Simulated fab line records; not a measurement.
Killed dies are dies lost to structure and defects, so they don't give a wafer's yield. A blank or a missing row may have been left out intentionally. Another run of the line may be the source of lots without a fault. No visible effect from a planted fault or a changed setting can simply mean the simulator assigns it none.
fab line records	flow nand_harc
[record] lots = 6	wafers = 18	last_day = 33
route steps=1302 shown A_CONTACT@990 END@1302
lots untouched by any fault: they come from a run of this same line in which no faults occurred
start_h: hours from the record's first day to the start of the lot's first wafer shown	wait_h: hours elapsed since this lot's preceding step	" the same as in the row above	L1.1+2: one row covering several wafers at once	- value missing, or start not given	* or withheld: withheld	< > ~ a bound
route shown NAME@n: NAME is a module with steps in the file, n the number in the route of the first one	usual: the fault-free wafers' mean and standard deviation	same: alike in all rows	chamber/n: place in a boat	sites: each site's reading	_std_site: their standard deviation	_edge_site: outer sites' mean less inner sites'	radius_mm: for every site, how far away it sits from the centre of the wafer	mask NAME#n: copy n	behind: tool/chamber where the wafer was last shaped	hold: cause of the lot's hold/its duration in hours/its outcome	device: transistor that didn't switch, given as n, p or np	end of line: the same wafers' tests at the end of the route	step lacking rows: just its recipe	killed: count of dies lost to structure and defects at first sort (not the wafer's yield)	map: per-die view of a wafer (x killed, . not killed, _ where there is no die)
set.NAME: the run value of the setting; set.NAME@STEP: its run value at that earlier step	model.NAME: the simulator's own value behind a step, which no gauge read
a table for each step, a row for each wafer; lots at some steps of the route
services: when a tool's chamber went out of use (start_h, in hours from the record's first day, below 0 if earlier), for how many hours, and the reason
[[steps]]
[step NHARC_A_CONTACT_COAT_35]
[recipe] temp_c = 225	time_s = 65
[step NHARC_A_CONTACT_COAT_36]
[recipe] spin_rpm = 1500	resist_thk_nm = 90
[step NHARC_A_CONTACT_SOFTBAKE_37]
[recipe] temp_c = 105	time_s = 55
[step NHARC_A_CONTACT_EBR_38]
[step NHARC_A_CONTACT_EXPOSE_39]
[recipe] na = 1.35	sigma_outer = 0.8	dose_mj = 58.79	mask_id = A_CC_3
[step NHARC_A_CONTACT_PEB_40]
[recipe] peb_temp_c = 100	peb_time_s = 65
[step NHARC_A_CONTACT_DEVELOP_41]
[recipe] develop_time_s = 35	dev_temp_c = 23
[step NHARC_A_CONTACT_CD_MEAS_42]
[recipe] target_cd_nm = 300	landing_energy_ev = 500
[usual] cd_nm = 300.0/0.51
lot.wafer	tool	chamber	start_h	wait_h	cd_nm
L675.1	cd_sem-02	0	531.14	-	300.5
L675.2	"	0	"	"	299.4
L675.3	"	0	"	"	299.4
L683.2	cd_sem-02	0	605.90	-	298.9
L683.3	"	0	"	"	300.8
L683.4	"	0	"	"	299.9
L689.4	cd_sem-01	0	662.79	-	300.4
L689.5	"	0	"	"	300.4
L689.6	"	0	"	"	300.2
L690.2	cd_sem-03	0	665.51	-	299.7
L690.3	"	0	"	"	299.2
L690.5	"	0	"	"	299.9
L691.1	cd_sem-01	0	685.84	-	299.9
L691.2	"	0	"	"	300.2
L691.6	"	0	"	"	300.1
L693.1	cd_sem-01	0	717.39	-	299.4
L693.3	"	0	"	"	300.1
L693.5	"	0	"	"	300.7
[step NHARC_A_CONTACT_OVL_MEAS_43]
[usual] overlay_x_nm = 0.0/0.84	overlay_y_nm = -0.2/0.86
lot.wafer	tool	chamber	start_h	wait_h	overlay_x_nm	overlay_y_nm
L675.1	overlay-01	-	531.23	-	-0.5	0.6
L675.2	"	-	"	"	-0.4	0.2
L675.3	"	-	"	"	-0.5	0.8
L683.2	overlay-02	-	605.98	-	-1.5	-1.0
L683.3	"	-	"	"	-1.9	-1.3
L683.4	"	-	"	"	-1.7	-0.9
L689.4	overlay-01	-	662.88	-	1.1	-1.2
L689.5	"	-	"	"	1.5	-1.1
L689.6	"	-	"	"	1.6	-1.3
L690.2	overlay-02	-	665.60	-	-0.7	0.4
L690.3	"	-	"	"	-0.4	0.4
L690.5	"	-	"	"	-0.9	0.8
L691.1	overlay-01	-	685.93	-	0.2	-0.3
L691.2	"	-	"	"	1.1	0.0
L691.6	"	-	"	"	1.4	0.6
L693.1	overlay-02	-	717.48	-	-0.1	-1.5
L693.3	"	-	"	"	-0.2	-1.3
L693.5	"	-	"	"	0.1	-1.1
[step NHARC_A_CONTACT_INSPECT_44]
[usual] raw_defect_count = 77/35
lot.wafer	tool	chamber	start_h	wait_h	raw_defect_count
L675.1	defect_inspect-01	-	531.27	0.0	103
L675.2	"	-	"	"	109
L675.3	"	-	"	"	107
L683.2	defect_inspect-02	-	606.02	0.0	83
L683.3	"	-	"	"	61
L683.4	"	-	"	"	85
L689.4	defect_inspect-02	-	662.91	0.0	84
L689.5	"	-	"	"	115
L689.6	"	-	"	"	117
L690.2	defect_inspect-01	-	665.64	0.0	60
L690.3	"	-	"	"	74
L690.5	"	-	"	"	76
L691.1	defect_inspect-02	-	685.97	0.0	80
L691.2	"	-	"	"	88
L691.6	"	-	"	"	94
L693.1	defect_inspect-02	-	717.51	0.0	52
L693.3	"	-	"	"	40
L693.5	"	-	"	"	60
[step NHARC_A_CONTACT_DESCUM_47]
[recipe] time_s = 3	o2_flow_sccm = 200	ar_flow_sccm = 0	bias_power_w = 0	chemistry = O2
[usual] drypump_motor_current_A = 5.7/0.33	oes_product_au = 1.001/0.0093	rf_vpp_V = 57.6/0.91	showerhead_plenum_p_Torr = 1.90/0.066	throttle_valve_pct = 11.311/0.0091
lot.wafer	tool	chamber	start_h	wait_h	drypump_motor_current_A	oes_product_au	rf_hours_counter_h	rf_vpp_V	showerhead_plenum_p_Torr	throttle_valve_pct
L675.3	rie_diel-03	0	531.34	0.1	5.4	1.010	12	57.9	1.90	11.337
L675.1	"	1	"	"	5.7	1.016	12	58.5	1.87	11.318
L675.2	"	2	"	"	6.4	1.022	14	57.8	1.85	11.304
L683.3	rie_diel-03	0	606.08	0.1	5.4	1.008	28	56.9	1.89	11.312
L683.2	"	1	"	"	5.6	1.016	26	56.5	1.86	11.315
L683.4	"	2	"	"	6.3	1.013	27	56.8	1.84	11.313
L689.4	rie_diel-02	0	662.99	0.1	6.1	0.997	24	57.9	2.01	11.320
L689.6	"	2	"	"	5.8	1.010	-	57.8	1.84	11.308
L689.5	"	3	"	"	5.3	0.989	-	57.7	1.96	11.323
L690.3	rie_diel-03	0	665.70	0.1	5.4	0.978	5	58.6	1.89	11.310
L690.2	"	2	"	"	6.4	1.001	3	57.1	1.84	11.314
L690.5	"	1	"	"	5.6	0.989	-	58.1	1.86	11.297
L691.1	rie_diel-03	1	686.04	0.1	5.6	0.993	9	56.7	1.86	11.324
L691.2	"	2	"	"	6.3	1.010	8	58.4	1.84	11.310
L691.6	"	0	"	"	5.4	0.986	-	57.0	1.89	11.305
L693.3	rie_diel-12	3	717.58	0.1	5.9	0.982	33	57.9	2.05	11.324
L693.1	"	1	"	"	5.8	0.995	28	57.4	1.91	11.323
L693.5	"	3	"	"	5.9	0.982	-	58.3	2.05	11.317
[step NHARC_A_CONTACT_ETCH_48]
[recipe] target_depth_a = 390	over_etch_frac = 0.3	time_s = 65	ion_energy_ev = 80	cf4_flow_sccm = 150	ar_flow_sccm = 0	rf_w = 300	bias_w = 100	chemistry = CF4
[usual] drypump_motor_current_A = 5.7/0.34	oes_product_au = 1.000/0.011	rf_fwd_power_W = 297.7/1.1	rf_vpp_V = 151.2/1.2	run_length_s = 86.4/0.45	showerhead_plenum_p_Torr = 1.76/0.059	throttle_valve_pct = 13.284/0.0091
lot.wafer	tool	chamber	start_h	wait_h	drypump_motor_current_A	oes_product_au	rf_fwd_power_W	rf_hours_counter_h	rf_vpp_V	run_length_s	showerhead_plenum_p_Torr	throttle_valve_pct
L675.1	rie_diel-03	3	531.42	0.1	5.3	0.995	297.0	13	152.6	86.2	1.76	13.301
L675.3	"	0	"	"	5.4	1.009	297.1	12	151.6	86.6	1.75	13.294
L675.2	"	1	"	"	5.6	1.009	297.9	12	151.4	86.4	1.73	13.270
L683.4	rie_diel-03	2	606.16	0.1	6.3	1.019	298.1	27	149.3	86.0	1.71	13.293
L683.2	"	0	"	"	5.4	0.999	300.1	28	149.8	86.7	1.75	13.284
L683.3	"	1	"	"	5.6	1.018	297.6	26	150.9	86.8	1.72	13.276
L689.4	rie_diel-02	1	663.10	0.1	5.6	1.012	298.4	27	150.6	86.6	1.67	13.281
L689.6	"	2	"	"	5.8	1.006	297.3	-	149.6	85.9	1.70	13.290
L689.5	"	3	"	"	5.3	1.000	298.1	-	153.9	86.8	1.81	13.284
L690.2	rie_diel-03	2	665.79	0.1	6.3	1.017	298.0	3	151.2	86.2	1.70	13.284
L690.3	"	3	"	"	5.3	1.006	297.2	3	152.2	85.8	1.75	13.273
L690.5	"	0	"	"	5.4	0.987	297.7	-	150.4	87.2	1.75	13.295
L691.1	rie_diel-03	1	686.12	0.1	5.6	0.996	297.0	9	150.2	86.8	1.72	13.284
L691.2	"	3	"	"	5.2	1.006	297.7	7	150.6	85.8	1.75	13.294
L691.6	"	0	"	"	5.4	1.002	299.2	-	151.7	87.2	1.75	13.267
L693.1	rie_diel-12	2	717.78	0.2	5.6	0.988	298.1	31	151.1	86.5	1.79	13.287
L693.3	"	1	"	"	5.9	0.999	296.3	29	151.6	85.7	1.76	13.266
L693.5	"	3	"	"	5.9	0.982	297.1	-	152.1	86.8	1.88	13.277
[step NHARC_A_CONTACT_ETCH_49]
[recipe] target_depth_a = 2600	over_etch_frac = 0.3	time_s = 475.3	ion_energy_ev = 200	n2_flow_sccm = 150	h2_flow_sccm = 150	ar_flow_sccm = 0	rf_w = 400	bias_w = 150	chemistry = N2/H2
[usual] drypump_motor_current_A = 5.7/0.34	h2_flow_sccm = 150.0/0.48	oes_product_au = 1.001/0.01	rf_fwd_power_W = 399.6/1.2	rf_vpp_V = 430.1/2.2	run_length_s = 496.7/0.51	showerhead_plenum_p_Torr = 2.03/0.073	throttle_valve_pct = 14.171/0.0095
lot.wafer	tool	chamber	start_h	wait_h	drypump_motor_current_A	h2_flow_sccm	oes_product_au	rf_fwd_power_W	rf_hours_counter_h	rf_vpp_V	run_length_s	showerhead_plenum_p_Torr	throttle_valve_pct
L675.1	rie_diel-03	0	531.51	-	5.4	150.1	1.003	399.5	12	429.4	496.9	2.02	14.156
L675.3	"	1	"	"	5.6	150.7	1.003	398.9	12	427.4	497.2	1.99	14.177
L675.2	"	3	"	"	5.3	150.7	1.006	398.0	13	430.4	496.3	2.03	14.183
L683.2	rie_diel-03	3	606.25	-	5.3	149.8	1.000	400.5	27	430.7	496.0	2.02	14.159
L683.4	"	0	"	"	5.4	149.3	0.988	399.4	28	430.8	497.7	2.02	14.162
L683.3	"	1	"	"	5.6	149.2	1.014	399.0	26	429.1	496.8	1.98	14.169
L689.4	rie_diel-02	2	663.29	-	5.7	149.8	1.015	398.0	31	427.9	496.1	1.96	14.171
L689.6	"	0	"	"	6.1	150.2	1.005	399.5	-	433.3	497.2	2.14	14.195
L689.5	"	1	"	"	5.7	151.0	1.008	400.0	-	428.8	497.0	1.91	14.188
L690.3	rie_diel-03	3	665.87	-	5.3	150.1	1.006	401.5	4	429.7	496.2	2.02	14.179
L690.2	"	1	"	"	5.6	149.5	0.996	-	5	429.5	379.4	1.98	14.169
L690.5	"	0	"	"	5.4	150.3	0.991	398.3	-	429.7	497.1	2.01	14.181
L691.1	rie_diel-03	1	686.28	-	5.6	150.3	0.991	-	9	428.5	379.1	1.98	14.172
L691.2	"	2	"	"	6.3	149.9	1.017	401.0	8	429.4	496.2	1.96	14.186
L691.6	"	3	"	"	5.3	149.6	0.987	400.7	-	431.1	496.0	2.02	14.161
L693.1	rie_diel-12	2	717.96	-	5.7	150.3	0.988	400.3	32	431.7	496.8	2.06	14.141
L693.3	"	3	"	"	5.9	149.8	0.993	399.0	33	433.6	497.5	2.19	14.164
L693.5	"	0	"	"	5.7	150.4	0.992	397.4	-	431.2	496.7	2.03	14.176
[step NHARC_A_CONTACT_ETCH_50]
[recipe] target_depth_a = 1210	time_s = 60.5	cf4_flow_sccm = 100	chf3_flow_sccm = 30	ar_flow_sccm = 0	rf_w = 500	bias_w = 200	chemistry = CF4/CHF3
[usual] drypump_motor_current_A = 5.7/0.34	oes_product_au = 0.950/0.024	rf_fwd_power_W = 496.1/1.9	rf_vpp_V = 370.3/2	run_length_s = 81.9/0.45	showerhead_plenum_p_Torr = 1.57/0.05	throttle_valve_pct = 16.803/0.0095
lot.wafer	tool	chamber	start_h	wait_h	drypump_motor_current_A	oes_product_au	rf_fwd_power_W	rf_hours_counter_h	rf_vpp_V	run_length_s	showerhead_plenum_p_Torr	throttle_valve_pct
L675.2	rie_diel-03	1	-	-	5.6	0.977	495.6	12	369.4	81.9	1.54	16.790
L675.1	"	2	"	"	6.3	0.992	494.7	14	368.7	81.4	1.52	16.800
L675.3	"	3	"	"	5.3	0.968	497.2	13	371.1	81.3	1.56	16.798
L683.2	rie_diel-03	0	-	-	5.4	0.960	499.6	28	370.8	82.3	1.56	16.784
L683.4	"	1	"	"	5.6	0.969	493.1	26	368.1	82.1	1.53	16.796
L683.3	"	2	"	"	6.3	1.002	499.0	28	369.4	82.0	1.52	16.809
L689.4	rie_diel-02	0	-	-	6.1	0.925	492.5	24	373.6	81.9	1.65	16.798
L689.5	"	2	"	"	5.7	0.935	491.5	-	368.4	81.5	1.52	16.802
L689.6	"	3	"	"	5.3	0.916	493.0	-	371.8	82.3	1.61	16.804
L690.2	rie_diel-03	3	-	-	5.3	0.964	495.4	4	369.6	81.4	1.56	16.803
L690.3	"	1	"	"	5.6	0.955	495.7	5	369.6	82.1	1.53	16.811
L690.5	"	0	"	"	5.4	0.935	495.9	-	371.0	82.3	1.55	16.809
L691.2	rie_diel-03	3	-	-	5.3	0.973	495.9	8	370.5	81.4	1.56	16.803
L691.1	"	0	"	"	5.4	0.957	498.5	9	369.3	82.3	1.55	16.804
L691.6	"	0	"	"	5.4	0.947	499.7	-	369.6	82.2	1.55	16.799
L693.3	rie_diel-12	1	-	-	5.9	0.936	495.5	29	368.9	81.1	1.57	16.806
L693.1	"	2	"	"	5.7	0.927	496.7	32	371.1	82.5	1.59	16.805
L693.5	"	0	"	"	5.7	0.932	498.3	-	370.6	81.6	1.56	16.799
[step NHARC_END_SORT_01]
[recipe] temp_c = 25
[usual] killed_at_array = 56/19	killed_at_other = 0.8/1.1	killed_at_periphery = 3.4/2.5	killed_dies = 60/19	killed_open = 2.9/1.7	killed_short = 2.4/1.6
[same] gross_dies = 677
lot.wafer	tool	chamber	start_h	wait_h	killed_at_array	killed_at_other	killed_at_periphery	killed_dies	killed_open	killed_short
L689.4	prober-02	0	740.34	3.4	63	2	2	67	3	0
L689.5	prober-02	0	741.14	3.7	53	1	2	56	2	1
L689.6	prober-02	0	741.94	4.0	69	0	3	72	8	6
L690.2	prober-01	0	743.84	2.8	222	2	2	226	1	2
L691.1	prober-01	0	761.60	2.5	228	0	11	239	4	1
// killed by level:class
L689.4 A_SLIT:chamber_film_flake=28 A_CHANNEL_HOLE_D2:chamber_film_flake=17 A_BONDPAD:chamber_film_flake=5 A_CHANNEL_HOLE_D1:chamber_film_flake=5 A_CONTACT:chamber_film_flake=3 A_STAIRCASE:chamber_film_flake=2 THIN_TSV:chamber_film_flake=2 A_DECK1_JOINT:geometric_particle:open=1
L689.5 A_SLIT:chamber_film_flake=23 A_CHANNEL_HOLE_D2:chamber_film_flake=14 A_CHANNEL_HOLE_D1:chamber_film_flake=7 A_CONTACT:chamber_film_flake=3 P_BONDPAD:chamber_film_flake=2 A_BONDPAD:chamber_film_flake=2 A_CHANNEL_HOLE_D2:geometric_particle:open=1 A_WL_FILL:geometric_particle:short=1
L689.6 A_SLIT:chamber_film_flake=23 A_CHANNEL_HOLE_D2:chamber_film_flake=16 A_CHANNEL_HOLE_D1:chamber_film_flake=7 A_CONTACT:chamber_film_flake=6 A_STAIRCASE:chamber_film_flake=3 A_BONDPAD:chamber_film_flake=3 P_M0:geometric_particle:open=2 A_WL_FILL:geometric_particle:short=2
L690.2 A_CONTACT:area_etch=187 A_CHANNEL_HOLE_D1:chamber_film_flake=20 A_SLIT:chamber_film_flake=9 P_M1:chamber_film_flake=2 THIN_TSV:chamber_film_flake=2 A_CHANNEL_FILL_D1:geometric_particle:open=1 A_CHANNEL_FILL_D1:geometric_particle:short=1 A_CONTACT:geometric_particle:short=1
L691.1 A_CONTACT:area_etch=166 A_SLIT:chamber_film_flake=31 A_CHANNEL_HOLE_D1:chamber_film_flake=15 P_M1:chamber_film_flake=7 A_CONTACT:chamber_film_flake=6 A_CHANNEL_FILL_D1:chamber_film_flake=3 A_STAIRCASE:chamber_film_flake=3 P_ZERO_WELL:chamber_film_flake=2
// map L690.2 (x killed, . not)
____________.____________
_________x..xx.._________
_______xxxx...xx.._______
______xxx..xxxx.xxx______
_____.xxxxx.x.xx..x._____
____xxxxxx.x.x....x..____
____..x.x..x.x.x.xx..____
___xx..xxxxxx....x....___
___.xx.x...xxx.x....x.___
__..xx.x.xxxxx..xx..x..__
__x..xxxxxxxxx.xxxx....__
_.xxx.xx.xxx.x.xx.x...x._
_...x.x.x.xxxxx.xxx....._
_.x.xx...xx...x.xxxx...._
_...x.x.x..xxxxx..x...xx_
_.x..xx..xx.xxx.x..x.x.._
....xx.x..x.x..x..x......
......x..xx.xxxx......x..
....x.x.xx....xxxx.......
x.....xxxxxxxxx..x.......
..x..xxxxxxxx.x..........
_...x..x..x.x.xx.....x.._
_...x...xx..x.xx........_
_.x...x.....xx.........._
_....x.......xxx..x...x._
_...x........x.x..x....._
__.x....xx.x...x.x...x.__
__.x....x..............__
___...................___
___...................___
____.......x........x____
____.................____
_____..............._____
______.........x...______
_______........x.._______
_________......._________
____________.____________
// map L691.1 (x killed, . not)
____________.____________
_________.....xx_________
_______.....xxx..._______
______.x...xxxxxx..______
_____.xx.....x.x.x.._____
____..x..x.xxx.xxxx..____
____..x.xxx.xx...x.x.____
___x....xxxxx.x.xx.x..___
___.x...xxxxxxxxxxx.x.___
__....xxxxxxxxxxxx.x...__
__..xx.x.x.xxx.xx......__
_x.x..xxxx.xxxxxx.x....._
_.x.x..xxx.xxxxxxx.xx..._
_.....xx..xxxxxxxxx....._
_..xxxxxxxxxxxxxx.x....._
_....xxxxx.xxxxxx.xxxx.._
.....xxxx.xxxx..xxxx.x...
xxxx...xx..x..xxxxxxx....
...xx.x.x.xx..x.xx..xx...
..xx.xx..xxx.xxx....x....
...x.x.x......x..........
_..x.x.x.xxxxx.xxx......_
_...x...xx.xx..xx......._
_........x.............._
_.......x..xx..x........_
_x.....x..x..x...x.....x_
__x.....x.x......x.....__
__.........x...........__
___...................___
___...............x..x___
____.................____
____...x.............____
_____.x............._____
______.............______
_______..........x_______
_________......._________
____________.____________
[[services]]
tool	chamber	start_h	hours	kind
rie_diel-03	0	517.02	-	clean
rie_diel-03	1	517.02	-	clean
rie_diel-03	2	517.02	-	clean
rie_diel-03	3	517.02	-	clean
rie_diel-03	0	541.52	-	clean
rie_diel-03	1	541.52	-	clean
rie_diel-03	2	541.52	-	clean
rie_diel-03	3	541.52	-	clean
rie_diel-03	0	566.02	-	clean
rie_diel-03	1	566.02	-	clean
rie_diel-03	2	566.02	-	clean
rie_diel-03	3	566.02	-	clean
rie_diel-02	-	570.88	9.0	pm
rie_diel-03	0	590.59	-	clean
rie_diel-03	1	590.59	-	clean
rie_diel-03	2	590.59	-	clean
rie_diel-03	3	590.59	-	clean
rie_diel-03	2	622.41	1.5	repair
rie_diel-12	-	622.96	9.0	pm
rie_diel-03	-	635.32	9.0	pm
rie_diel-03	-	660.49	0.7	repair
rie_diel-12	0	679.56	14.0	repair
rie_diel-03	0	698.57	9.7	repair
rie_diel-03	2	712.15	28.9	repair
[[key]]
[first_sign] step = NHARC_A_CONTACT_ETCH_49	reading = run_length_s	direction = down	sigmas = 99+	usual = *	struck = *
[effect] step = NHARC_END_SORT_01	reading = killed_dies	direction = up	sigmas = 9.1	usual = 60	struck = 232
[more_kills_born_at] NHARC_A_CONTACT_ETCH_49@rie_diel-03 = 353
met_at NHARC_A_CONTACT_ETCH_49
struck_wafers L690.2,L691.1
tester_left_out L690,L691
onset_between 606.25 665.87
[fault] kind = process_parameter_drift	tool = rie_diel-03	chamber = 1	onset_h = 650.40	steps = NHARC_A_CONTACT_ETCH_49	channel = time_s	offset = *	shape = step	end_h = 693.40	acts_in = *	stated = *
// tester_left_out: of these lots the tester's yield and bins aren't shown, on N5 and GAA mostly nor the transistor test; their killed dies are dies lost to structure and defects alone, not to doping, threshold or leakage, so they don't give the yield
